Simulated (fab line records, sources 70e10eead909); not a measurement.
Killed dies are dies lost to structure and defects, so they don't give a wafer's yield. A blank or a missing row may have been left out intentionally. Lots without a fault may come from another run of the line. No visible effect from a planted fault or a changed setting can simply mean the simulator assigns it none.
fab line records | flow nandHarc | part 1 of 2: steps 1 to 15 of 27
record: lots: 5 | wafers: 15 | lastDay: 31
route steps=1302 shown A_STAIRCASE@666
lots that met no fault: from a run of the same line without faults
startH: hours from the record's opening day to when the first of the lot's shown wafers began | waitH: hours elapsed since this lot's preceding step | " unchanged from the row above | L1.1+2: several wafers, shown together as one row | - no value, or no start given | * or withheld: withheld | < > ~ a bound
route shown NAME@n: NAME is a module with steps in the file, n the number in the route of the first one | usual: mean/standard deviation taken from wafers without a fault | same: alike in all rows | chamber/n: place in a boat | sites: the reading at each site | _std_site: standard deviation of those values | _edge_site: inner sites' mean taken away from outer sites' mean | radiusMm: how far each site lies from the wafer's centre | mask NAME#n: copy n | behind: the most recent tool/chamber to have shaped the wafer | hold: what put the lot on hold/how long, in hours/how the hold closed | device: which transistor (n, p or np) failed to switch | end of line: the route-end tests of the same wafers | for a step that has no rows: nothing shown but its recipe | killed: the dies lost at the first sort to structure and to defects; this is not the yield of the wafer | map: dies across one wafer; x = killed, . = not, _ = none there
set.NAME: the setting as run; set.NAME@STEP: as run at that earlier step | model.NAME: the simulator's own value behind a step, which no gauge read
lots at some steps of the route; a table a step, a row a wafer
services: a tool's chamber out of use, with start hour (startH, from the record's first day; less than 0 if before it), hours out, and reason
== steps ==
step: NHARC_A_STAIRCASE_HARDBAKE_10
recipe: tempC: 120 | timeS: 140
lot.wafer  | tool          | chamber | startH | waitH
L074.1+2+4 | lithoTrack-03 | 0       | 350.14 | -
L083.1+3+6 | lithoTrack-02 | 0       | 432.28 | -
L085.1+5+6 | lithoTrack-07 | 0       | 455.70 | -
L090.1+3+4 | lithoTrack-02 | 0       | 519.35 | -
L091.2+4+6 | lithoTrack-02 | 0       | 519.62 | -
step: NHARC_A_STAIRCASE_DESCUM_11
recipe: timeS: 3 | o2FlowSccm: 200 | arFlowSccm: 0 | biasPowerW: 0 | chemistry: O2
usual: drypumpMotorCurrentA: 5.8/0.5 | mfcArSccm: 0.009/0.012 | oesProductAu: 0.997/0.007 | rfVppV: 57.7/0.92 | showerheadPlenumPTorr: 1.92/0.078 | throttleValvePct: 11.310/0.0092
lot.wafer | tool       | chamber | startH | waitH | drypumpMotorCurrentA | mfcArSccm | oesProductAu | rfHoursCounterH | rfVppV | showerheadPlenumPTorr | throttleValvePct
L074.4    | rieDiel-04 | 2       | 350.23 | -     | 6.2                  | 0.017     | 1.005        | 53              | 57.8   | 1.98                  | 11.308
L074.2    | "          | 3       | "      | "     | 6.0                  | 0         | 1.002        | 58              | 58.5   | 2.04                  | 11.316
L074.1    | "          | 1       | "      | "     | 6.6                  | 0.030     | 1.004        | 60              | 55.6   | 1.78                  | 11.314
L083.1    | rieDiel-11 | 3       | 432.38 | -     | 5.0                  | 0.043     | 0.983        | 56              | 57.1   | 1.89                  | 11.291
L083.3    | "          | 1       | "      | "     | 6.2                  | 0         | 1.007        | 50              | 57.1   | 1.99                  | 11.315
L083.6    | "          | 3       | "      | "     | 5.0                  | 0.043     | 0.986        | -               | 57.4   | 1.89                  | 11.311
L085.1    | rieDiel-04 | 2       | 455.82 | -     | 6.2                  | 0.017     | 1.000        | 36              | 58.5   | 1.96                  | 11.304
L085.6    | "          | 3       | "      | "     | 6.0                  | 0         | 0.989        | -               | 57.5   | 2.03                  | 11.316
L085.5    | "          | 0       | "      | "     | 5.2                  | 0         | 0.995        | -               | 57.2   | 1.83                  | 11.306
L090.1    | rieDiel-04 | 1       | 519.44 | -     | 6.6                  | 0.030     | 1.001        | 33              | 55.9   | 1.77                  | 11.300
L090.4    | "          | 2       | "      | "     | 6.2                  | 0.017     | 0.993        | 58              | 58.3   | 1.96                  | 11.314
L090.3    | "          | 3       | "      | "     | 6.0                  | 0         | 1.000        | 58              | 57.2   | 2.02                  | 11.316
L091.4    | rieDiel-04 | 2       | 519.72 | -     | 6.2                  | 0.017     | 0.992        | 58              | 58.4   | 1.96                  | 11.307
L091.2    | "          | 0       | "      | "     | 5.3                  | 0         | 0.995        | 48              | 57.9   | 1.83                  | 11.302
L091.6    | "          | 2       | "      | "     | 6.2                  | 0.017     | 0.992        | -               | 58.6   | 1.96                  | 11.318
step: NHARC_A_STAIRCASE_TRIM_12
recipe: timeS: 211.2 | o2FlowSccm: 500 | arFlowSccm: 0 | biasW: 0 | chemistry: O2
usual: drypumpMotorCurrentA: 5.8/0.5 | mfcArSccm: 0.008/0.012 | oesProductAu: 0.997/0.0079 | rfVppV: 57.8/0.97 | showerheadPlenumPTorr: 3.55/0.13 | throttleValvePct: 17.036/0.0095
lot.wafer | tool       | chamber | startH | waitH | drypumpMotorCurrentA | mfcArSccm | oesProductAu | rfHoursCounterH | rfVppV | showerheadPlenumPTorr | throttleValvePct
L074.1    | rieDiel-04 | 3       | 350.32 | 0.1   | 6.0                  | 0         | 0.993        | 58              | 58.7   | 3.74                  | 17.039
L074.2    | "          | 0       | "      | "     | 5.3                  | 0         | 0.990        | 49              | 58.4   | 3.41                  | 17.027
L074.4    | "          | 2       | "      | "     | 6.3                  | 0.017     | 1.002        | 53              | 59.3   | 3.64                  | 17.038
L083.1    | rieDiel-11 | 0       | 432.45 | 0.1   | 6.3                  | 0         | 1.005        | 56              | 58.5   | 3.63                  | 17.033
L083.3    | "          | 2       | "      | "     | 6.1                  | 0         | 1.003        | 49              | 59.7   | 3.61                  | 17.039
L083.6    | "          | 0       | "      | "     | 6.3                  | 0         | 1.001        | -               | 58.9   | 3.63                  | 17.032
L085.1    | rieDiel-04 | 0       | 456.12 | 0.3   | 5.3                  | 0         | 1.008        | 32              | 56.9   | 3.39                  | 17.034
L085.5    | "          | 2       | "      | "     | 6.2                  | 0.017     | 0.997        | -               | 57.9   | 3.61                  | 17.040
L085.6    | "          | 0       | "      | "     | 5.3                  | 0         | 1.011        | -               | 57.1   | 3.39                  | 17.033
L090.1    | rieDiel-04 | 1       | 519.53 | 0.1   | 6.6                  | 0.030     | 0.996        | 33              | 56.9   | 3.28                  | 17.023
L090.4    | "          | 2       | "      | "     | 6.2                  | 0.017     | 0.978        | 58              | 58.2   | 3.60                  | 17.043
L090.3    | "          | 3       | "      | "     | 6.0                  | 0         | 0.993        | 59              | 59.8   | 3.71                  | 17.013
L091.4    | rieDiel-04 | 0       | 519.87 | 0.1   | 5.3                  | 0         | 1.004        | 48              | 57.8   | 3.38                  | 17.035
L091.2    | "          | 1       | "      | "     | 6.6                  | 0.030     | 0.996        | 33              | 55.7   | 3.28                  | 17.036
L091.6    | "          | 3       | "      | "     | 6.0                  | 0         | 0.999        | -               | 58.1   | 3.71                  | 17.029
step: NHARC_A_STAIRCASE_ETCH_13
recipe: targetDepthA: 1000 | timeS: 40.5 | ionEnergyEv: 400 | c4f8FlowSccm: 20 | o2FlowSccm: 10 | arFlowSccm: withheld | rfW: 600 | biasW: 1000 | chemistry: C4F8/O2
usual: oesProductAu: 0.941/0.016 | rfVppV: 897/4.9
lot.wafer | tool       | chamber | startH | waitH | oesProductAu | rfHoursCounterH | rfVppV
L074.4    | rieDiel-04 | 0       | -      | -     | 0.964        | 49              | 893
L074.2    | "          | 2       | "      | "     | 0.948        | 53              | 900
L074.1    | "          | 3       | "      | "     | 0.951        | 58              | 902
L083.1    | rieDiel-04 | 3       | 432.64 | -     | 0.989        | 26              | 903
L083.3    | "          | 1       | "      | "     | 0.996        | 23              | 886
L083.6    | "          | 2       | "      | "     | 0.994        | -               | 897
L085.1    | rieDiel-04 | 0       | -      | -     | 0.928        | 32              | 891
L085.6    | "          | 3       | "      | "     | 0.922        | -               | 904
L085.5    | "          | 0       | "      | "     | 0.929        | -               | 890
L090.4    | rieDiel-04 | 2       | -      | -     | 0.935        | 58              | 898
L090.3    | "          | 0       | "      | "     | 0.951        | 48              | 891
L090.1    | "          | 1       | "      | "     | 0.936        | 33              | 888
L091.4    | rieDiel-04 | 3       | -      | -     | 0.930        | 59              | 903
L091.2    | "          | 0       | "      | "     | 0.938        | 48              | 890
L091.6    | "          | 2       | "      | "     | 0.919        | -               | 900
step: NHARC_A_STAIRCASE_TRIM_14
recipe: timeS: 211.2 | o2FlowSccm: 500 | arFlowSccm: 0 | biasW: 0 | chemistry: O2
usual: drypumpMotorCurrentA: 5.8/0.5 | mfcArSccm: 0.008/0.012 | oesProductAu: 0.998/0.0074 | rfVppV: 57.8/0.96 | showerheadPlenumPTorr: 3.54/0.14 | throttleValvePct: 17.036/0.0089
lot.wafer | tool       | chamber | startH | waitH | drypumpMotorCurrentA | mfcArSccm | oesProductAu | rfHoursCounterH | rfVppV | showerheadPlenumPTorr | throttleValvePct
L074.1    | rieDiel-04 | 2       | -      | -     | 6.2                  | 0.017     | 1.003        | 53              | 57.2   | 3.64                  | 17.037
L074.4    | "          | 0       | "      | "     | 5.3                  | 0         | 0.998        | 49              | 58.2   | 3.41                  | 17.030
L074.2    | "          | 1       | "      | "     | 6.6                  | 0.030     | 1.011        | 60              | 57.3   | 3.29                  | 17.039
L083.3    | rieDiel-04 | 2       | -      | -     | 6.2                  | 0.017     | 0.990        | 28              | 58.2   | 3.62                  | 17.024
L083.1    | "          | 3       | "      | "     | 6.0                  | 0         | 0.999        | 26              | 58.1   | 3.73                  | 17.034
L083.6    | "          | 1       | "      | "     | 6.6                  | 0.030     | 0.998        | -               | 57.6   | 3.28                  | 17.046
L085.1    | rieDiel-04 | 0       | -      | -     | 5.3                  | 0         | 1.001        | 32              | 57.4   | 3.39                  | 17.036
L085.5    | "          | 0       | "      | "     | 5.2                  | 0         | 0.996        | -               | 58.3   | 3.39                  | 17.047
L085.6    | "          | 3       | "      | "     | 6.0                  | 0         | 0.999        | -               | 58.5   | 3.72                  | 17.027
L090.4    | rieDiel-04 | 1       | -      | -     | 6.6                  | 0.030     | 0.993        | 33              | 55.4   | 3.28                  | 17.047
L090.1    | "          | 2       | "      | "     | 6.2                  | 0.017     | 0.976        | 58              | 58.3   | 3.60                  | 17.032
L090.3    | "          | 3       | "      | "     | 6.0                  | 0         | 0.998        | 59              | 58.4   | 3.71                  | 17.049
L091.2    | rieDiel-04 | 3       | -      | -     | 6.0                  | 0         | 1.008        | 59              | 58.1   | 3.71                  | 17.033
L091.4    | "          | 0       | "      | "     | 5.3                  | 0         | 1.000        | 48              | 55.0   | 3.38                  | 17.041
L091.6    | "          | 3       | "      | "     | 6.0                  | 0         | 1.004        | -               | 59.1   | 3.71                  | 17.024
step: NHARC_A_STAIRCASE_ETCH_15
recipe: targetDepthA: 1000 | timeS: 40.5 | ionEnergyEv: 400 | c4f8FlowSccm: 20 | o2FlowSccm: 10 | arFlowSccm: withheld | rfW: 600 | biasW: 1000 | chemistry: C4F8/O2
usual: oesProductAu: 0.941/0.011 | rfVppV: 897/5.2
lot.wafer | tool       | chamber | startH | waitH | oesProductAu | rfHoursCounterH | rfVppV
L074.4    | rieDiel-04 | 0       | -      | -     | 0.947        | 50              | 892
L074.2    | "          | 1       | "      | "     | 0.965        | 60              | 887
L074.1    | "          | 2       | "      | "     | 0.950        | 54              | 900
L083.1    | rieDiel-04 | 0       | -      | -     | 0.978        | 22              | 892
L083.3    | "          | 2       | "      | "     | 0.955        | 28              | 899
L083.6    | "          | 1       | "      | "     | 0.946        | -               | 887
L085.1    | rieDiel-04 | 2       | -      | -     | 0.938        | 36              | 898
L085.5    | "          | 3       | "      | "     | 0.942        | -               | 904
L085.6    | "          | 0       | "      | "     | 0.945        | -               | 890
L090.3    | rieDiel-04 | 2       | -      | -     | 0.931        | 58              | 900
L090.1    | "          | 3       | "      | "     | 0.952        | 59              | 904
L090.4    | "          | 0       | "      | "     | 0.956        | 48              | 890
L091.2    | rieDiel-04 | 3       | -      | -     | 0.941        | 59              | 904
L091.4    | "          | 2       | "      | "     | 0.926        | 59              | 899
L091.6    | "          | 3       | "      | "     | 0.933        | -               | 902
step: NHARC_A_STAIRCASE_TRIM_16
recipe: timeS: 211.2 | o2FlowSccm: 500 | arFlowSccm: 0 | biasW: 0 | chemistry: O2
usual: drypumpMotorCurrentA: 5.8/0.51 | mfcArSccm: 0.009/0.012 | oesProductAu: 0.998/0.0078 | rfVppV: 57.9/0.86 | showerheadPlenumPTorr: 3.53/0.13 | throttleValvePct: 17.036/0.0096
lot.wafer | tool       | chamber | startH | waitH | drypumpMotorCurrentA | mfcArSccm | oesProductAu | rfHoursCounterH | rfVppV | showerheadPlenumPTorr | throttleValvePct
L074.1    | rieDiel-04 | 2       | -      | -     | 6.2                  | 0.017     | 0.998        | 54              | 58.5   | 3.64                  | 17.046
L074.4    | "          | 3       | "      | "     | 6.0                  | 0         | 1.002        | 58              | 58.1   | 3.74                  | 17.031
L074.2    | "          | 0       | "      | "     | 5.2                  | 0         | 0.997        | 50              | 59.1   | 3.41                  | 17.040
L083.3    | rieDiel-12 | 1       | 432.99 | -     | 5.5                  | 0         | 0.984        | 56              | 58.0   | 3.60                  | 17.027
L083.1    | "          | 0       | "      | "     | 5.0                  | 0.018     | 1.005        | 55              | 57.9   | 3.44                  | 17.030
L083.6    | "          | 1       | "      | "     | 5.5                  | 0         | 0.979        | -               | 57.5   | 3.60                  | 17.035
L085.1    | rieDiel-04 | 3       | -      | -     | 6.0                  | 0         | 1.003        | 37              | 57.7   | 3.72                  | 17.037
L085.5    | "          | 3       | "      | "     | 6.0                  | 0         | 1.015        | -               | 58.4   | 3.72                  | 17.042
L085.6    | "          | 0       | "      | "     | 5.3                  | 0         | 1.018        | -               | 57.3   | 3.39                  | 17.029
L090.3    | rieDiel-04 | 2       | -      | -     | 6.2                  | 0.017     | 0.992        | 58              | 59.2   | 3.60                  | 17.041
L090.1    | "          | 3       | "      | "     | 6.0                  | 0         | 1.012        | 59              | 58.6   | 3.71                  | 17.053
L090.4    | "          | 0       | "      | "     | 5.2                  | 0         | 1.003        | 48              | 58.3   | 3.38                  | 17.026
L091.2    | rieDiel-04 | 2       | -      | -     | 6.2                  | 0.017     | 0.990        | 59              | 58.9   | 3.60                  | 17.038
L091.4    | "          | 0       | "      | "     | 5.2                  | 0         | 0.996        | 48              | 57.8   | 3.38                  | 17.040
L091.6    | "          | 2       | "      | "     | 6.2                  | 0.017     | 0.985        | -               | 57.4   | 3.60                  | 17.032
step: NHARC_A_STAIRCASE_ETCH_17
recipe: targetDepthA: 1000 | timeS: 40.5 | ionEnergyEv: 400 | c4f8FlowSccm: 20 | o2FlowSccm: 10 | arFlowSccm: withheld | rfW: 600 | biasW: 1000 | chemistry: C4F8/O2
usual: oesProductAu: 0.942/0.011 | rfVppV: 896/5.1
lot.wafer | tool       | chamber | startH | waitH | oesProductAu | rfHoursCounterH | rfVppV
L074.4    | rieDiel-04 | 0       | -      | -     | 0.964        | 50              | 891
L074.2    | "          | 2       | "      | "     | 0.945        | 54              | 900
L074.1    | "          | 3       | "      | "     | 0.960        | 58              | 903
L083.1    | rieDiel-04 | 3       | 433.16 | -     | 0.977        | 26              | 903
L083.3    | "          | 1       | "      | "     | 0.956        | 23              | 887
L083.6    | "          | 3       | "      | "     | 0.967        | -               | 903
L085.1    | rieDiel-04 | 0       | -      | -     | 0.946        | 32              | 890
L085.6    | "          | 3       | "      | "     | 0.936        | -               | 903
L085.5    | "          | 0       | "      | "     | 0.939        | -               | 891
L090.3    | rieDiel-04 | 2       | -      | -     | 0.926        | 59              | 900
L090.1    | "          | 3       | "      | "     | 0.940        | 59              | 903
L090.4    | "          | 0       | "      | "     | 0.935        | 48              | 892
L091.4    | rieDiel-04 | 1       | -      | -     | 0.937        | 34              | 886
L091.2    | "          | 0       | "      | "     | 0.952        | 48              | 891
L091.6    | "          | 1       | "      | "     | 0.936        | -               | 887
step: NHARC_A_STAIRCASE_TRIM_18
recipe: timeS: 211.2 | o2FlowSccm: 500 | arFlowSccm: 0 | biasW: 0 | chemistry: O2
usual: drypumpMotorCurrentA: 5.8/0.5 | mfcArSccm: 0.008/0.012 | oesProductAu: 0.999/0.0081 | rfVppV: 57.8/0.79 | showerheadPlenumPTorr: 3.54/0.13 | throttleValvePct: 17.037/0.0091
lot.wafer | tool       | chamber | startH | waitH | drypumpMotorCurrentA | mfcArSccm | oesProductAu | rfHoursCounterH | rfVppV | showerheadPlenumPTorr | throttleValvePct
L074.2    | rieDiel-04 | 2       | -      | -     | 6.2                  | 0.017     | 1.009        | 54              | 59.1   | 3.64                  | 17.050
L074.4    | "          | 3       | "      | "     | 6.0                  | 0         | 1.009        | 58              | 58.4   | 3.74                  | 17.039
L074.1    | "          | 0       | "      | "     | 5.3                  | 0         | 1.003        | 50              | 58.3   | 3.41                  | 17.042
L083.1    | rieDiel-12 | 3       | 433.28 | -     | 6.1                  | 0.001     | 1.003        | 52              | 57.6   | 3.43                  | 17.039
L083.3    | "          | 1       | "      | "     | 5.5                  | 0         | 1.004        | 56              | 58.8   | 3.60                  | 17.021
L083.6    | "          | 2       | "      | "     | 5.4                  | 0         | 1.005        | -               | 57.7   | 3.63                  | 17.031
L085.1    | rieDiel-04 | 3       | -      | -     | 6.0                  | 0         | 1.007        | 37              | 58.1   | 3.72                  | 17.032
L085.6    | "          | 2       | "      | "     | 6.2                  | 0.017     | 1.005        | -               | 57.4   | 3.61                  | 17.033
L085.5    | "          | 0       | "      | "     | 5.3                  | 0         | 1.013        | -               | 57.2   | 3.39                  | 17.049
L090.4    | rieDiel-04 | 0       | -      | -     | 5.2                  | 0         | 0.995        | 48              | 56.9   | 3.38                  | 17.045
L090.1    | "          | 1       | "      | "     | 6.6                  | 0.030     | 0.997        | 34              | 57.2   | 3.28                  | 17.037
L090.3    | "          | 3       | "      | "     | 6.0                  | 0         | 1.011        | 59              | 59.5   | 3.71                  | 17.035
L091.2    | rieDiel-04 | 3       | -      | -     | 6.0                  | 0         | 1.002        | 59              | 57.3   | 3.71                  | 17.045
L091.4    | "          | 1       | "      | "     | 6.6                  | 0.030     | 0.994        | 34              | 56.6   | 3.28                  | 17.056
L091.6    | "          | 0       | "      | "     | 5.3                  | 0         | 1.001        | -               | 56.7   | 3.38                  | 17.044
step: NHARC_A_STAIRCASE_ETCH_19
recipe: targetDepthA: 1000 | timeS: 40.5 | ionEnergyEv: 400 | c4f8FlowSccm: 20 | o2FlowSccm: 10 | arFlowSccm: withheld | rfW: 600 | biasW: 1000 | chemistry: C4F8/O2
usual: oesProductAu: 0.942/0.014 | rfVppV: 896/5.1
lot.wafer | tool       | chamber | startH | waitH | oesProductAu | rfHoursCounterH | rfVppV
L074.2    | rieDiel-04 | 1       | -      | -     | 0.953        | 60              | 887
L074.1    | "          | 2       | "      | "     | 0.943        | 54              | 899
L074.4    | "          | 3       | "      | "     | 0.948        | 58              | 904
L083.1    | rieDiel-04 | 2       | 433.44 | -     | 0.982        | 28              | 898
L083.3    | "          | 0       | "      | "     | 0.995        | 22              | 891
L083.6    | "          | 2       | "      | "     | 0.982        | -               | 899
L085.1    | rieDiel-04 | 0       | -      | -     | 0.939        | 32              | 892
L085.5    | "          | 3       | "      | "     | 0.929        | -               | 903
L085.6    | "          | 2       | "      | "     | 0.938        | -               | 900
L090.4    | rieDiel-04 | 2       | -      | -     | 0.928        | 59              | 898
L090.3    | "          | 0       | "      | "     | 0.931        | 48              | 891
L090.1    | "          | 1       | "      | "     | 0.925        | 34              | 887
L091.4    | rieDiel-04 | 0       | -      | -     | 0.933        | 48              | 891
L091.2    | "          | 3       | "      | "     | 0.940        | 59              | 902
L091.6    | "          | 1       | "      | "     | 0.950        | -               | 886
step: NHARC_A_STAIRCASE_TRIM_20
recipe: timeS: 211.2 | o2FlowSccm: 500 | arFlowSccm: 0 | biasW: 0 | chemistry: O2
usual: drypumpMotorCurrentA: 5.8/0.5 | mfcArSccm: 0.008/0.013 | oesProductAu: 0.998/0.0081 | rfVppV: 57.9/0.92 | showerheadPlenumPTorr: 3.57/0.12 | throttleValvePct: 17.036/0.0094
lot.wafer | tool       | chamber | startH | waitH | drypumpMotorCurrentA | mfcArSccm | oesProductAu | rfHoursCounterH | rfVppV | showerheadPlenumPTorr | throttleValvePct
L074.2    | rieDiel-12 | 0       | 351.36 | 0.1   | 5.0                  | 0.018     | 1.003        | 27              | 57.4   | 3.45                  | 17.033
L074.1    | "          | 1       | "      | "     | 5.5                  | 0         | 0.995        | 29              | 57.8   | 3.61                  | 17.037
L074.4    | "          | 2       | "      | "     | 5.4                  | 0         | 0.999        | 23              | 58.4   | 3.64                  | 17.035
L083.3    | rieDiel-12 | 1       | 433.61 | 0.1   | 5.5                  | 0         | 0.994        | 56              | 58.2   | 3.60                  | 17.038
L083.1    | "          | 3       | "      | "     | 6.1                  | 0.001     | 1.007        | 52              | 57.2   | 3.43                  | 17.025
L083.6    | "          | 2       | "      | "     | 5.4                  | 0         | 1.010        | -               | 58.1   | 3.62                  | 17.025
L085.1    | rieDiel-11 | 3       | 457.45 | 0.2   | 5.0                  | 0.043     | 1.003        | 7               | 57.2   | 3.49                  | 17.018
L085.5    | "          | 1       | "      | "     | 6.2                  | 0         | 1.013        | -               | 56.8   | 3.66                  | 17.034
L085.6    | "          | 2       | "      | "     | 6.1                  | 0         | 1.021        | -               | 59.2   | 3.61                  | 17.044
L090.4    | rieDiel-11 | 0       | 520.64 | 0.1   | 6.3                  | 0         | 1.002        | 27              | 56.5   | 3.61                  | 17.036
L090.3    | "          | 1       | "      | "     | 6.2                  | 0         | 1.012        | 31              | 58.3   | 3.65                  | 17.037
L090.1    | "          | 3       | "      | "     | 5.0                  | 0.043     | 0.997        | 30              | 57.9   | 3.48                  | 17.029
L091.4    | rieDiel-04 | 3       | 520.97 | 0.1   | 6.0                  | 0         | 1.006        | 59              | 59.1   | 3.71                  | 17.044
L091.2    | "          | 1       | "      | "     | 6.6                  | 0.030     | 0.993        | 34              | 57.6   | 3.28                  | 17.050
L091.6    | "          | 2       | "      | "     | 6.2                  | 0.017     | 0.983        | -               | 58.8   | 3.60                  | 17.042
step: NHARC_A_STAIRCASE_ETCH_21
recipe: targetDepthA: 1000 | timeS: 40.5 | ionEnergyEv: 400 | c4f8FlowSccm: 20 | o2FlowSccm: 10 | arFlowSccm: withheld | rfW: 600 | biasW: 1000 | chemistry: C4F8/O2
usual: oesProductAu: 0.950/0.018 | rfVppV: 897/4.7
lot.wafer | tool       | chamber | startH | waitH | oesProductAu | rfHoursCounterH | rfVppV
L074.4    | rieDiel-12 | 2       | -      | -     | 0.922        | 23              | 898
L074.1    | "          | 3       | "      | "     | 0.923        | 21              | 892
L074.2    | "          | 0       | "      | "     | 0.921        | 27              | 895
L083.3    | rieDiel-12 | 3       | -      | -     | 0.940        | 52              | 892
L083.1    | "          | 0       | "      | "     | 0.957        | 55              | 893
L083.6    | "          | 3       | "      | "     | 0.932        | -               | 892
L085.1    | rieDiel-11 | 2       | -      | -     | 0.947        | 8               | 898
L085.6    | "          | 3       | "      | "     | 0.938        | -               | 896
L085.5    | "          | 0       | "      | "     | 0.934        | -               | 899
L090.4    | rieDiel-11 | 0       | -      | -     | 0.963        | 28              | 899
L090.3    | "          | 2       | "      | "     | 0.989        | 33              | 900
L090.1    | "          | 3       | "      | "     | 0.977        | 30              | 892
L091.4    | rieDiel-04 | 2       | -      | -     | 0.933        | 59              | 898
L091.2    | "          | 0       | "      | "     | 0.952        | 49              | 890
L091.6    | "          | 3       | "      | "     | 0.948        | -               | 902
step: NHARC_A_STAIRCASE_TRIM_22
recipe: timeS: 211.2 | o2FlowSccm: 500 | arFlowSccm: 0 | biasW: 0 | chemistry: O2
usual: drypumpMotorCurrentA: 5.8/0.5 | mfcArSccm: 0.009/0.014 | oesProductAu: 0.998/0.0068 | rfVppV: 57.9/0.89 | showerheadPlenumPTorr: 3.56/0.13 | throttleValvePct: 17.037/0.0088
lot.wafer | tool       | chamber | startH | waitH | drypumpMotorCurrentA | mfcArSccm | oesProductAu | rfHoursCounterH | rfVppV | showerheadPlenumPTorr | throttleValvePct
L074.4    | rieDiel-12 | 3       | -      | -     | 6.2                  | 0.001     | 1.005        | 21              | 57.0   | 3.44                  | 17.031
L074.2    | "          | 1       | "      | "     | 5.5                  | 0         | 0.995        | 29              | 56.0   | 3.61                  | 17.042
L074.1    | "          | 2       | "      | "     | 5.4                  | 0         | 0.998        | 23              | 58.0   | 3.64                  | 17.058
L083.3    | rieDiel-12 | 3       | -      | -     | 6.1                  | 0.001     | 0.997        | 52              | 56.6   | 3.43                  | 17.034
L083.1    | "          | 2       | "      | "     | 5.5                  | 0         | 1.004        | 54              | 58.2   | 3.62                  | 17.049
L083.6    | "          | 0       | "      | "     | 5.0                  | 0.018     | 0.998        | -               | 56.4   | 3.44                  | 17.050
L085.1    | rieDiel-11 | 3       | -      | -     | 5.0                  | 0.043     | 1.000        | 8               | 56.9   | 3.49                  | 17.035
L085.6    | "          | 3       | "      | "     | 5.0                  | 0.043     | 0.990        | -               | 58.4   | 3.49                  | 17.015
L085.5    | "          | 0       | "      | "     | 6.3                  | 0         | 0.999        | -               | 57.2   | 3.63                  | 17.035
L090.3    | rieDiel-11 | 3       | -      | -     | 5.0                  | 0.043     | 0.990        | 30              | 57.7   | 3.48                  | 17.031
L090.4    | "          | 1       | "      | "     | 6.2                  | 0         | 0.992        | 31              | 59.2   | 3.65                  | 17.032
L090.1    | "          | 2       | "      | "     | 6.1                  | 0         | 1.012        | 33              | 57.7   | 3.60                  | 17.030
L091.2    | rieDiel-04 | 3       | -      | -     | 6.0                  | 0         | 0.993        | 59              | 59.4   | 3.71                  | 17.049
L091.4    | "          | 0       | "      | "     | 5.3                  | 0         | 0.999        | 49              | 56.5   | 3.38                  | 17.048
L091.6    | "          | 0       | "      | "     | 5.3                  | 0         | 1.001        | -               | 56.4   | 3.38                  | 17.032
step: NHARC_A_STAIRCASE_ETCH_23
recipe: targetDepthA: 1000 | timeS: 40.5 | ionEnergyEv: 400 | c4f8FlowSccm: 20 | o2FlowSccm: 10 | arFlowSccm: withheld | rfW: 600 | biasW: 1000 | chemistry: C4F8/O2
usual: oesProductAu: 0.944/0.014 | rfVppV: 897/4.7
lot.wafer | tool       | chamber | startH | waitH | oesProductAu | rfHoursCounterH | rfVppV
L074.4    | rieDiel-12 | 2       | -      | -     | 0.944        | 23              | 898
L074.2    | "          | 3       | "      | "     | 0.928        | 21              | 894
L074.1    | "          | 1       | "      | "     | 0.929        | 29              | 898
L083.3    | rieDiel-12 | 2       | -      | -     | 0.931        | 54              | 900
L083.1    | "          | 0       | "      | "     | 0.951        | 55              | 891
L083.6    | "          | 1       | "      | "     | 0.923        | -               | 900
L085.1    | rieDiel-11 | 3       | -      | -     | 0.952        | 8               | 896
L085.5    | "          | 2       | "      | "     | 0.976        | -               | 900
L085.6    | "          | 3       | "      | "     | 0.946        | -               | 895
L090.3    | rieDiel-11 | 1       | -      | -     | 0.965        | 31              | 901
L090.1    | "          | 2       | "      | "     | 0.976        | 33              | 898
L090.4    | "          | 0       | "      | "     | 0.949        | 28              | 898
L091.2    | rieDiel-04 | 0       | -      | -     | 0.938        | 49              | 890
L091.4    | "          | 1       | "      | "     | 0.944        | 34              | 887
L091.6    | "          | 0       | "      | "     | 0.939        | -               | 891
step: NHARC_A_STAIRCASE_TRIM_24
recipe: timeS: 211.2 | o2FlowSccm: 500 | arFlowSccm: 0 | biasW: 0 | chemistry: O2
usual: drypumpMotorCurrentA: 5.8/0.51 | mfcArSccm: 0.010/0.014 | oesProductAu: 0.998/0.0069 | rfVppV: 57.9/0.78 | showerheadPlenumPTorr: 3.55/0.13 | throttleValvePct: 17.037/0.0089
lot.wafer | tool       | chamber | startH | waitH | drypumpMotorCurrentA | mfcArSccm | oesProductAu | rfHoursCounterH | rfVppV | showerheadPlenumPTorr | throttleValvePct
L074.1    | rieDiel-12 | 3       | -      | -     | 6.1                  | 0.001     | 0.992        | 21              | 58.7   | 3.44                  | 17.037
L074.4    | "          | 0       | "      | "     | 5.0                  | 0.018     | 1.004        | 27              | 57.9   | 3.45                  | 17.038
L074.2    | "          | 1       | "      | "     | 5.5                  | 0         | 0.987        | 29              | 58.6   | 3.61                  | 17.036
L083.3    | rieDiel-12 | 0       | -      | -     | 5.0                  | 0.018     | 1.009        | 55              | 57.2   | 3.44                  | 17.031
L083.1    | "          | 1       | "      | "     | 5.5                  | 0         | 0.991        | 56              | 56.9   | 3.60                  | 17.033
L083.6    | "          | 0       | "      | "     | 5.0                  | 0.018     | 1.007        | -               | 59.0   | 3.44                  | 17.037
L085.1    | rieDiel-11 | 2       | -      | -     | 6.1                  | 0         | 1.002        | 9               | 57.1   | 3.61                  | 17.042
L085.6    | "          | 3       | "      | "     | 5.0                  | 0.043     | 0.994        | -               | 58.4   | 3.49                  | 17.044
L085.5    | "          | 0       | "      | "     | 6.3                  | 0         | 1.001        | -               | 58.6   | 3.63                  | 17.033
L090.1    | rieDiel-11 | 0       | -      | -     | 6.3                  | 0         | 1.015        | 28              | 58.1   | 3.62                  | 17.050
L090.3    | "          | 1       | "      | "     | 6.2                  | 0         | 0.988        | 31              | 57.9   | 3.65                  | 17.044
L090.4    | "          | 3       | "      | "     | 5.0                  | 0.043     | 0.994        | 30              | 57.7   | 3.48                  | 17.046
L091.4    | rieDiel-04 | 3       | -      | -     | 6.0                  | 0         | 0.995        | 60              | 57.6   | 3.71                  | 17.057
L091.2    | "          | 0       | "      | "     | 5.3                  | 0         | 0.999        | 49              | 56.9   | 3.38                  | 17.026
L091.6    | "          | 1       | "      | "     | 6.6                  | 0.030     | 0.995        | -               | 57.6   | 3.28                  | 17.039
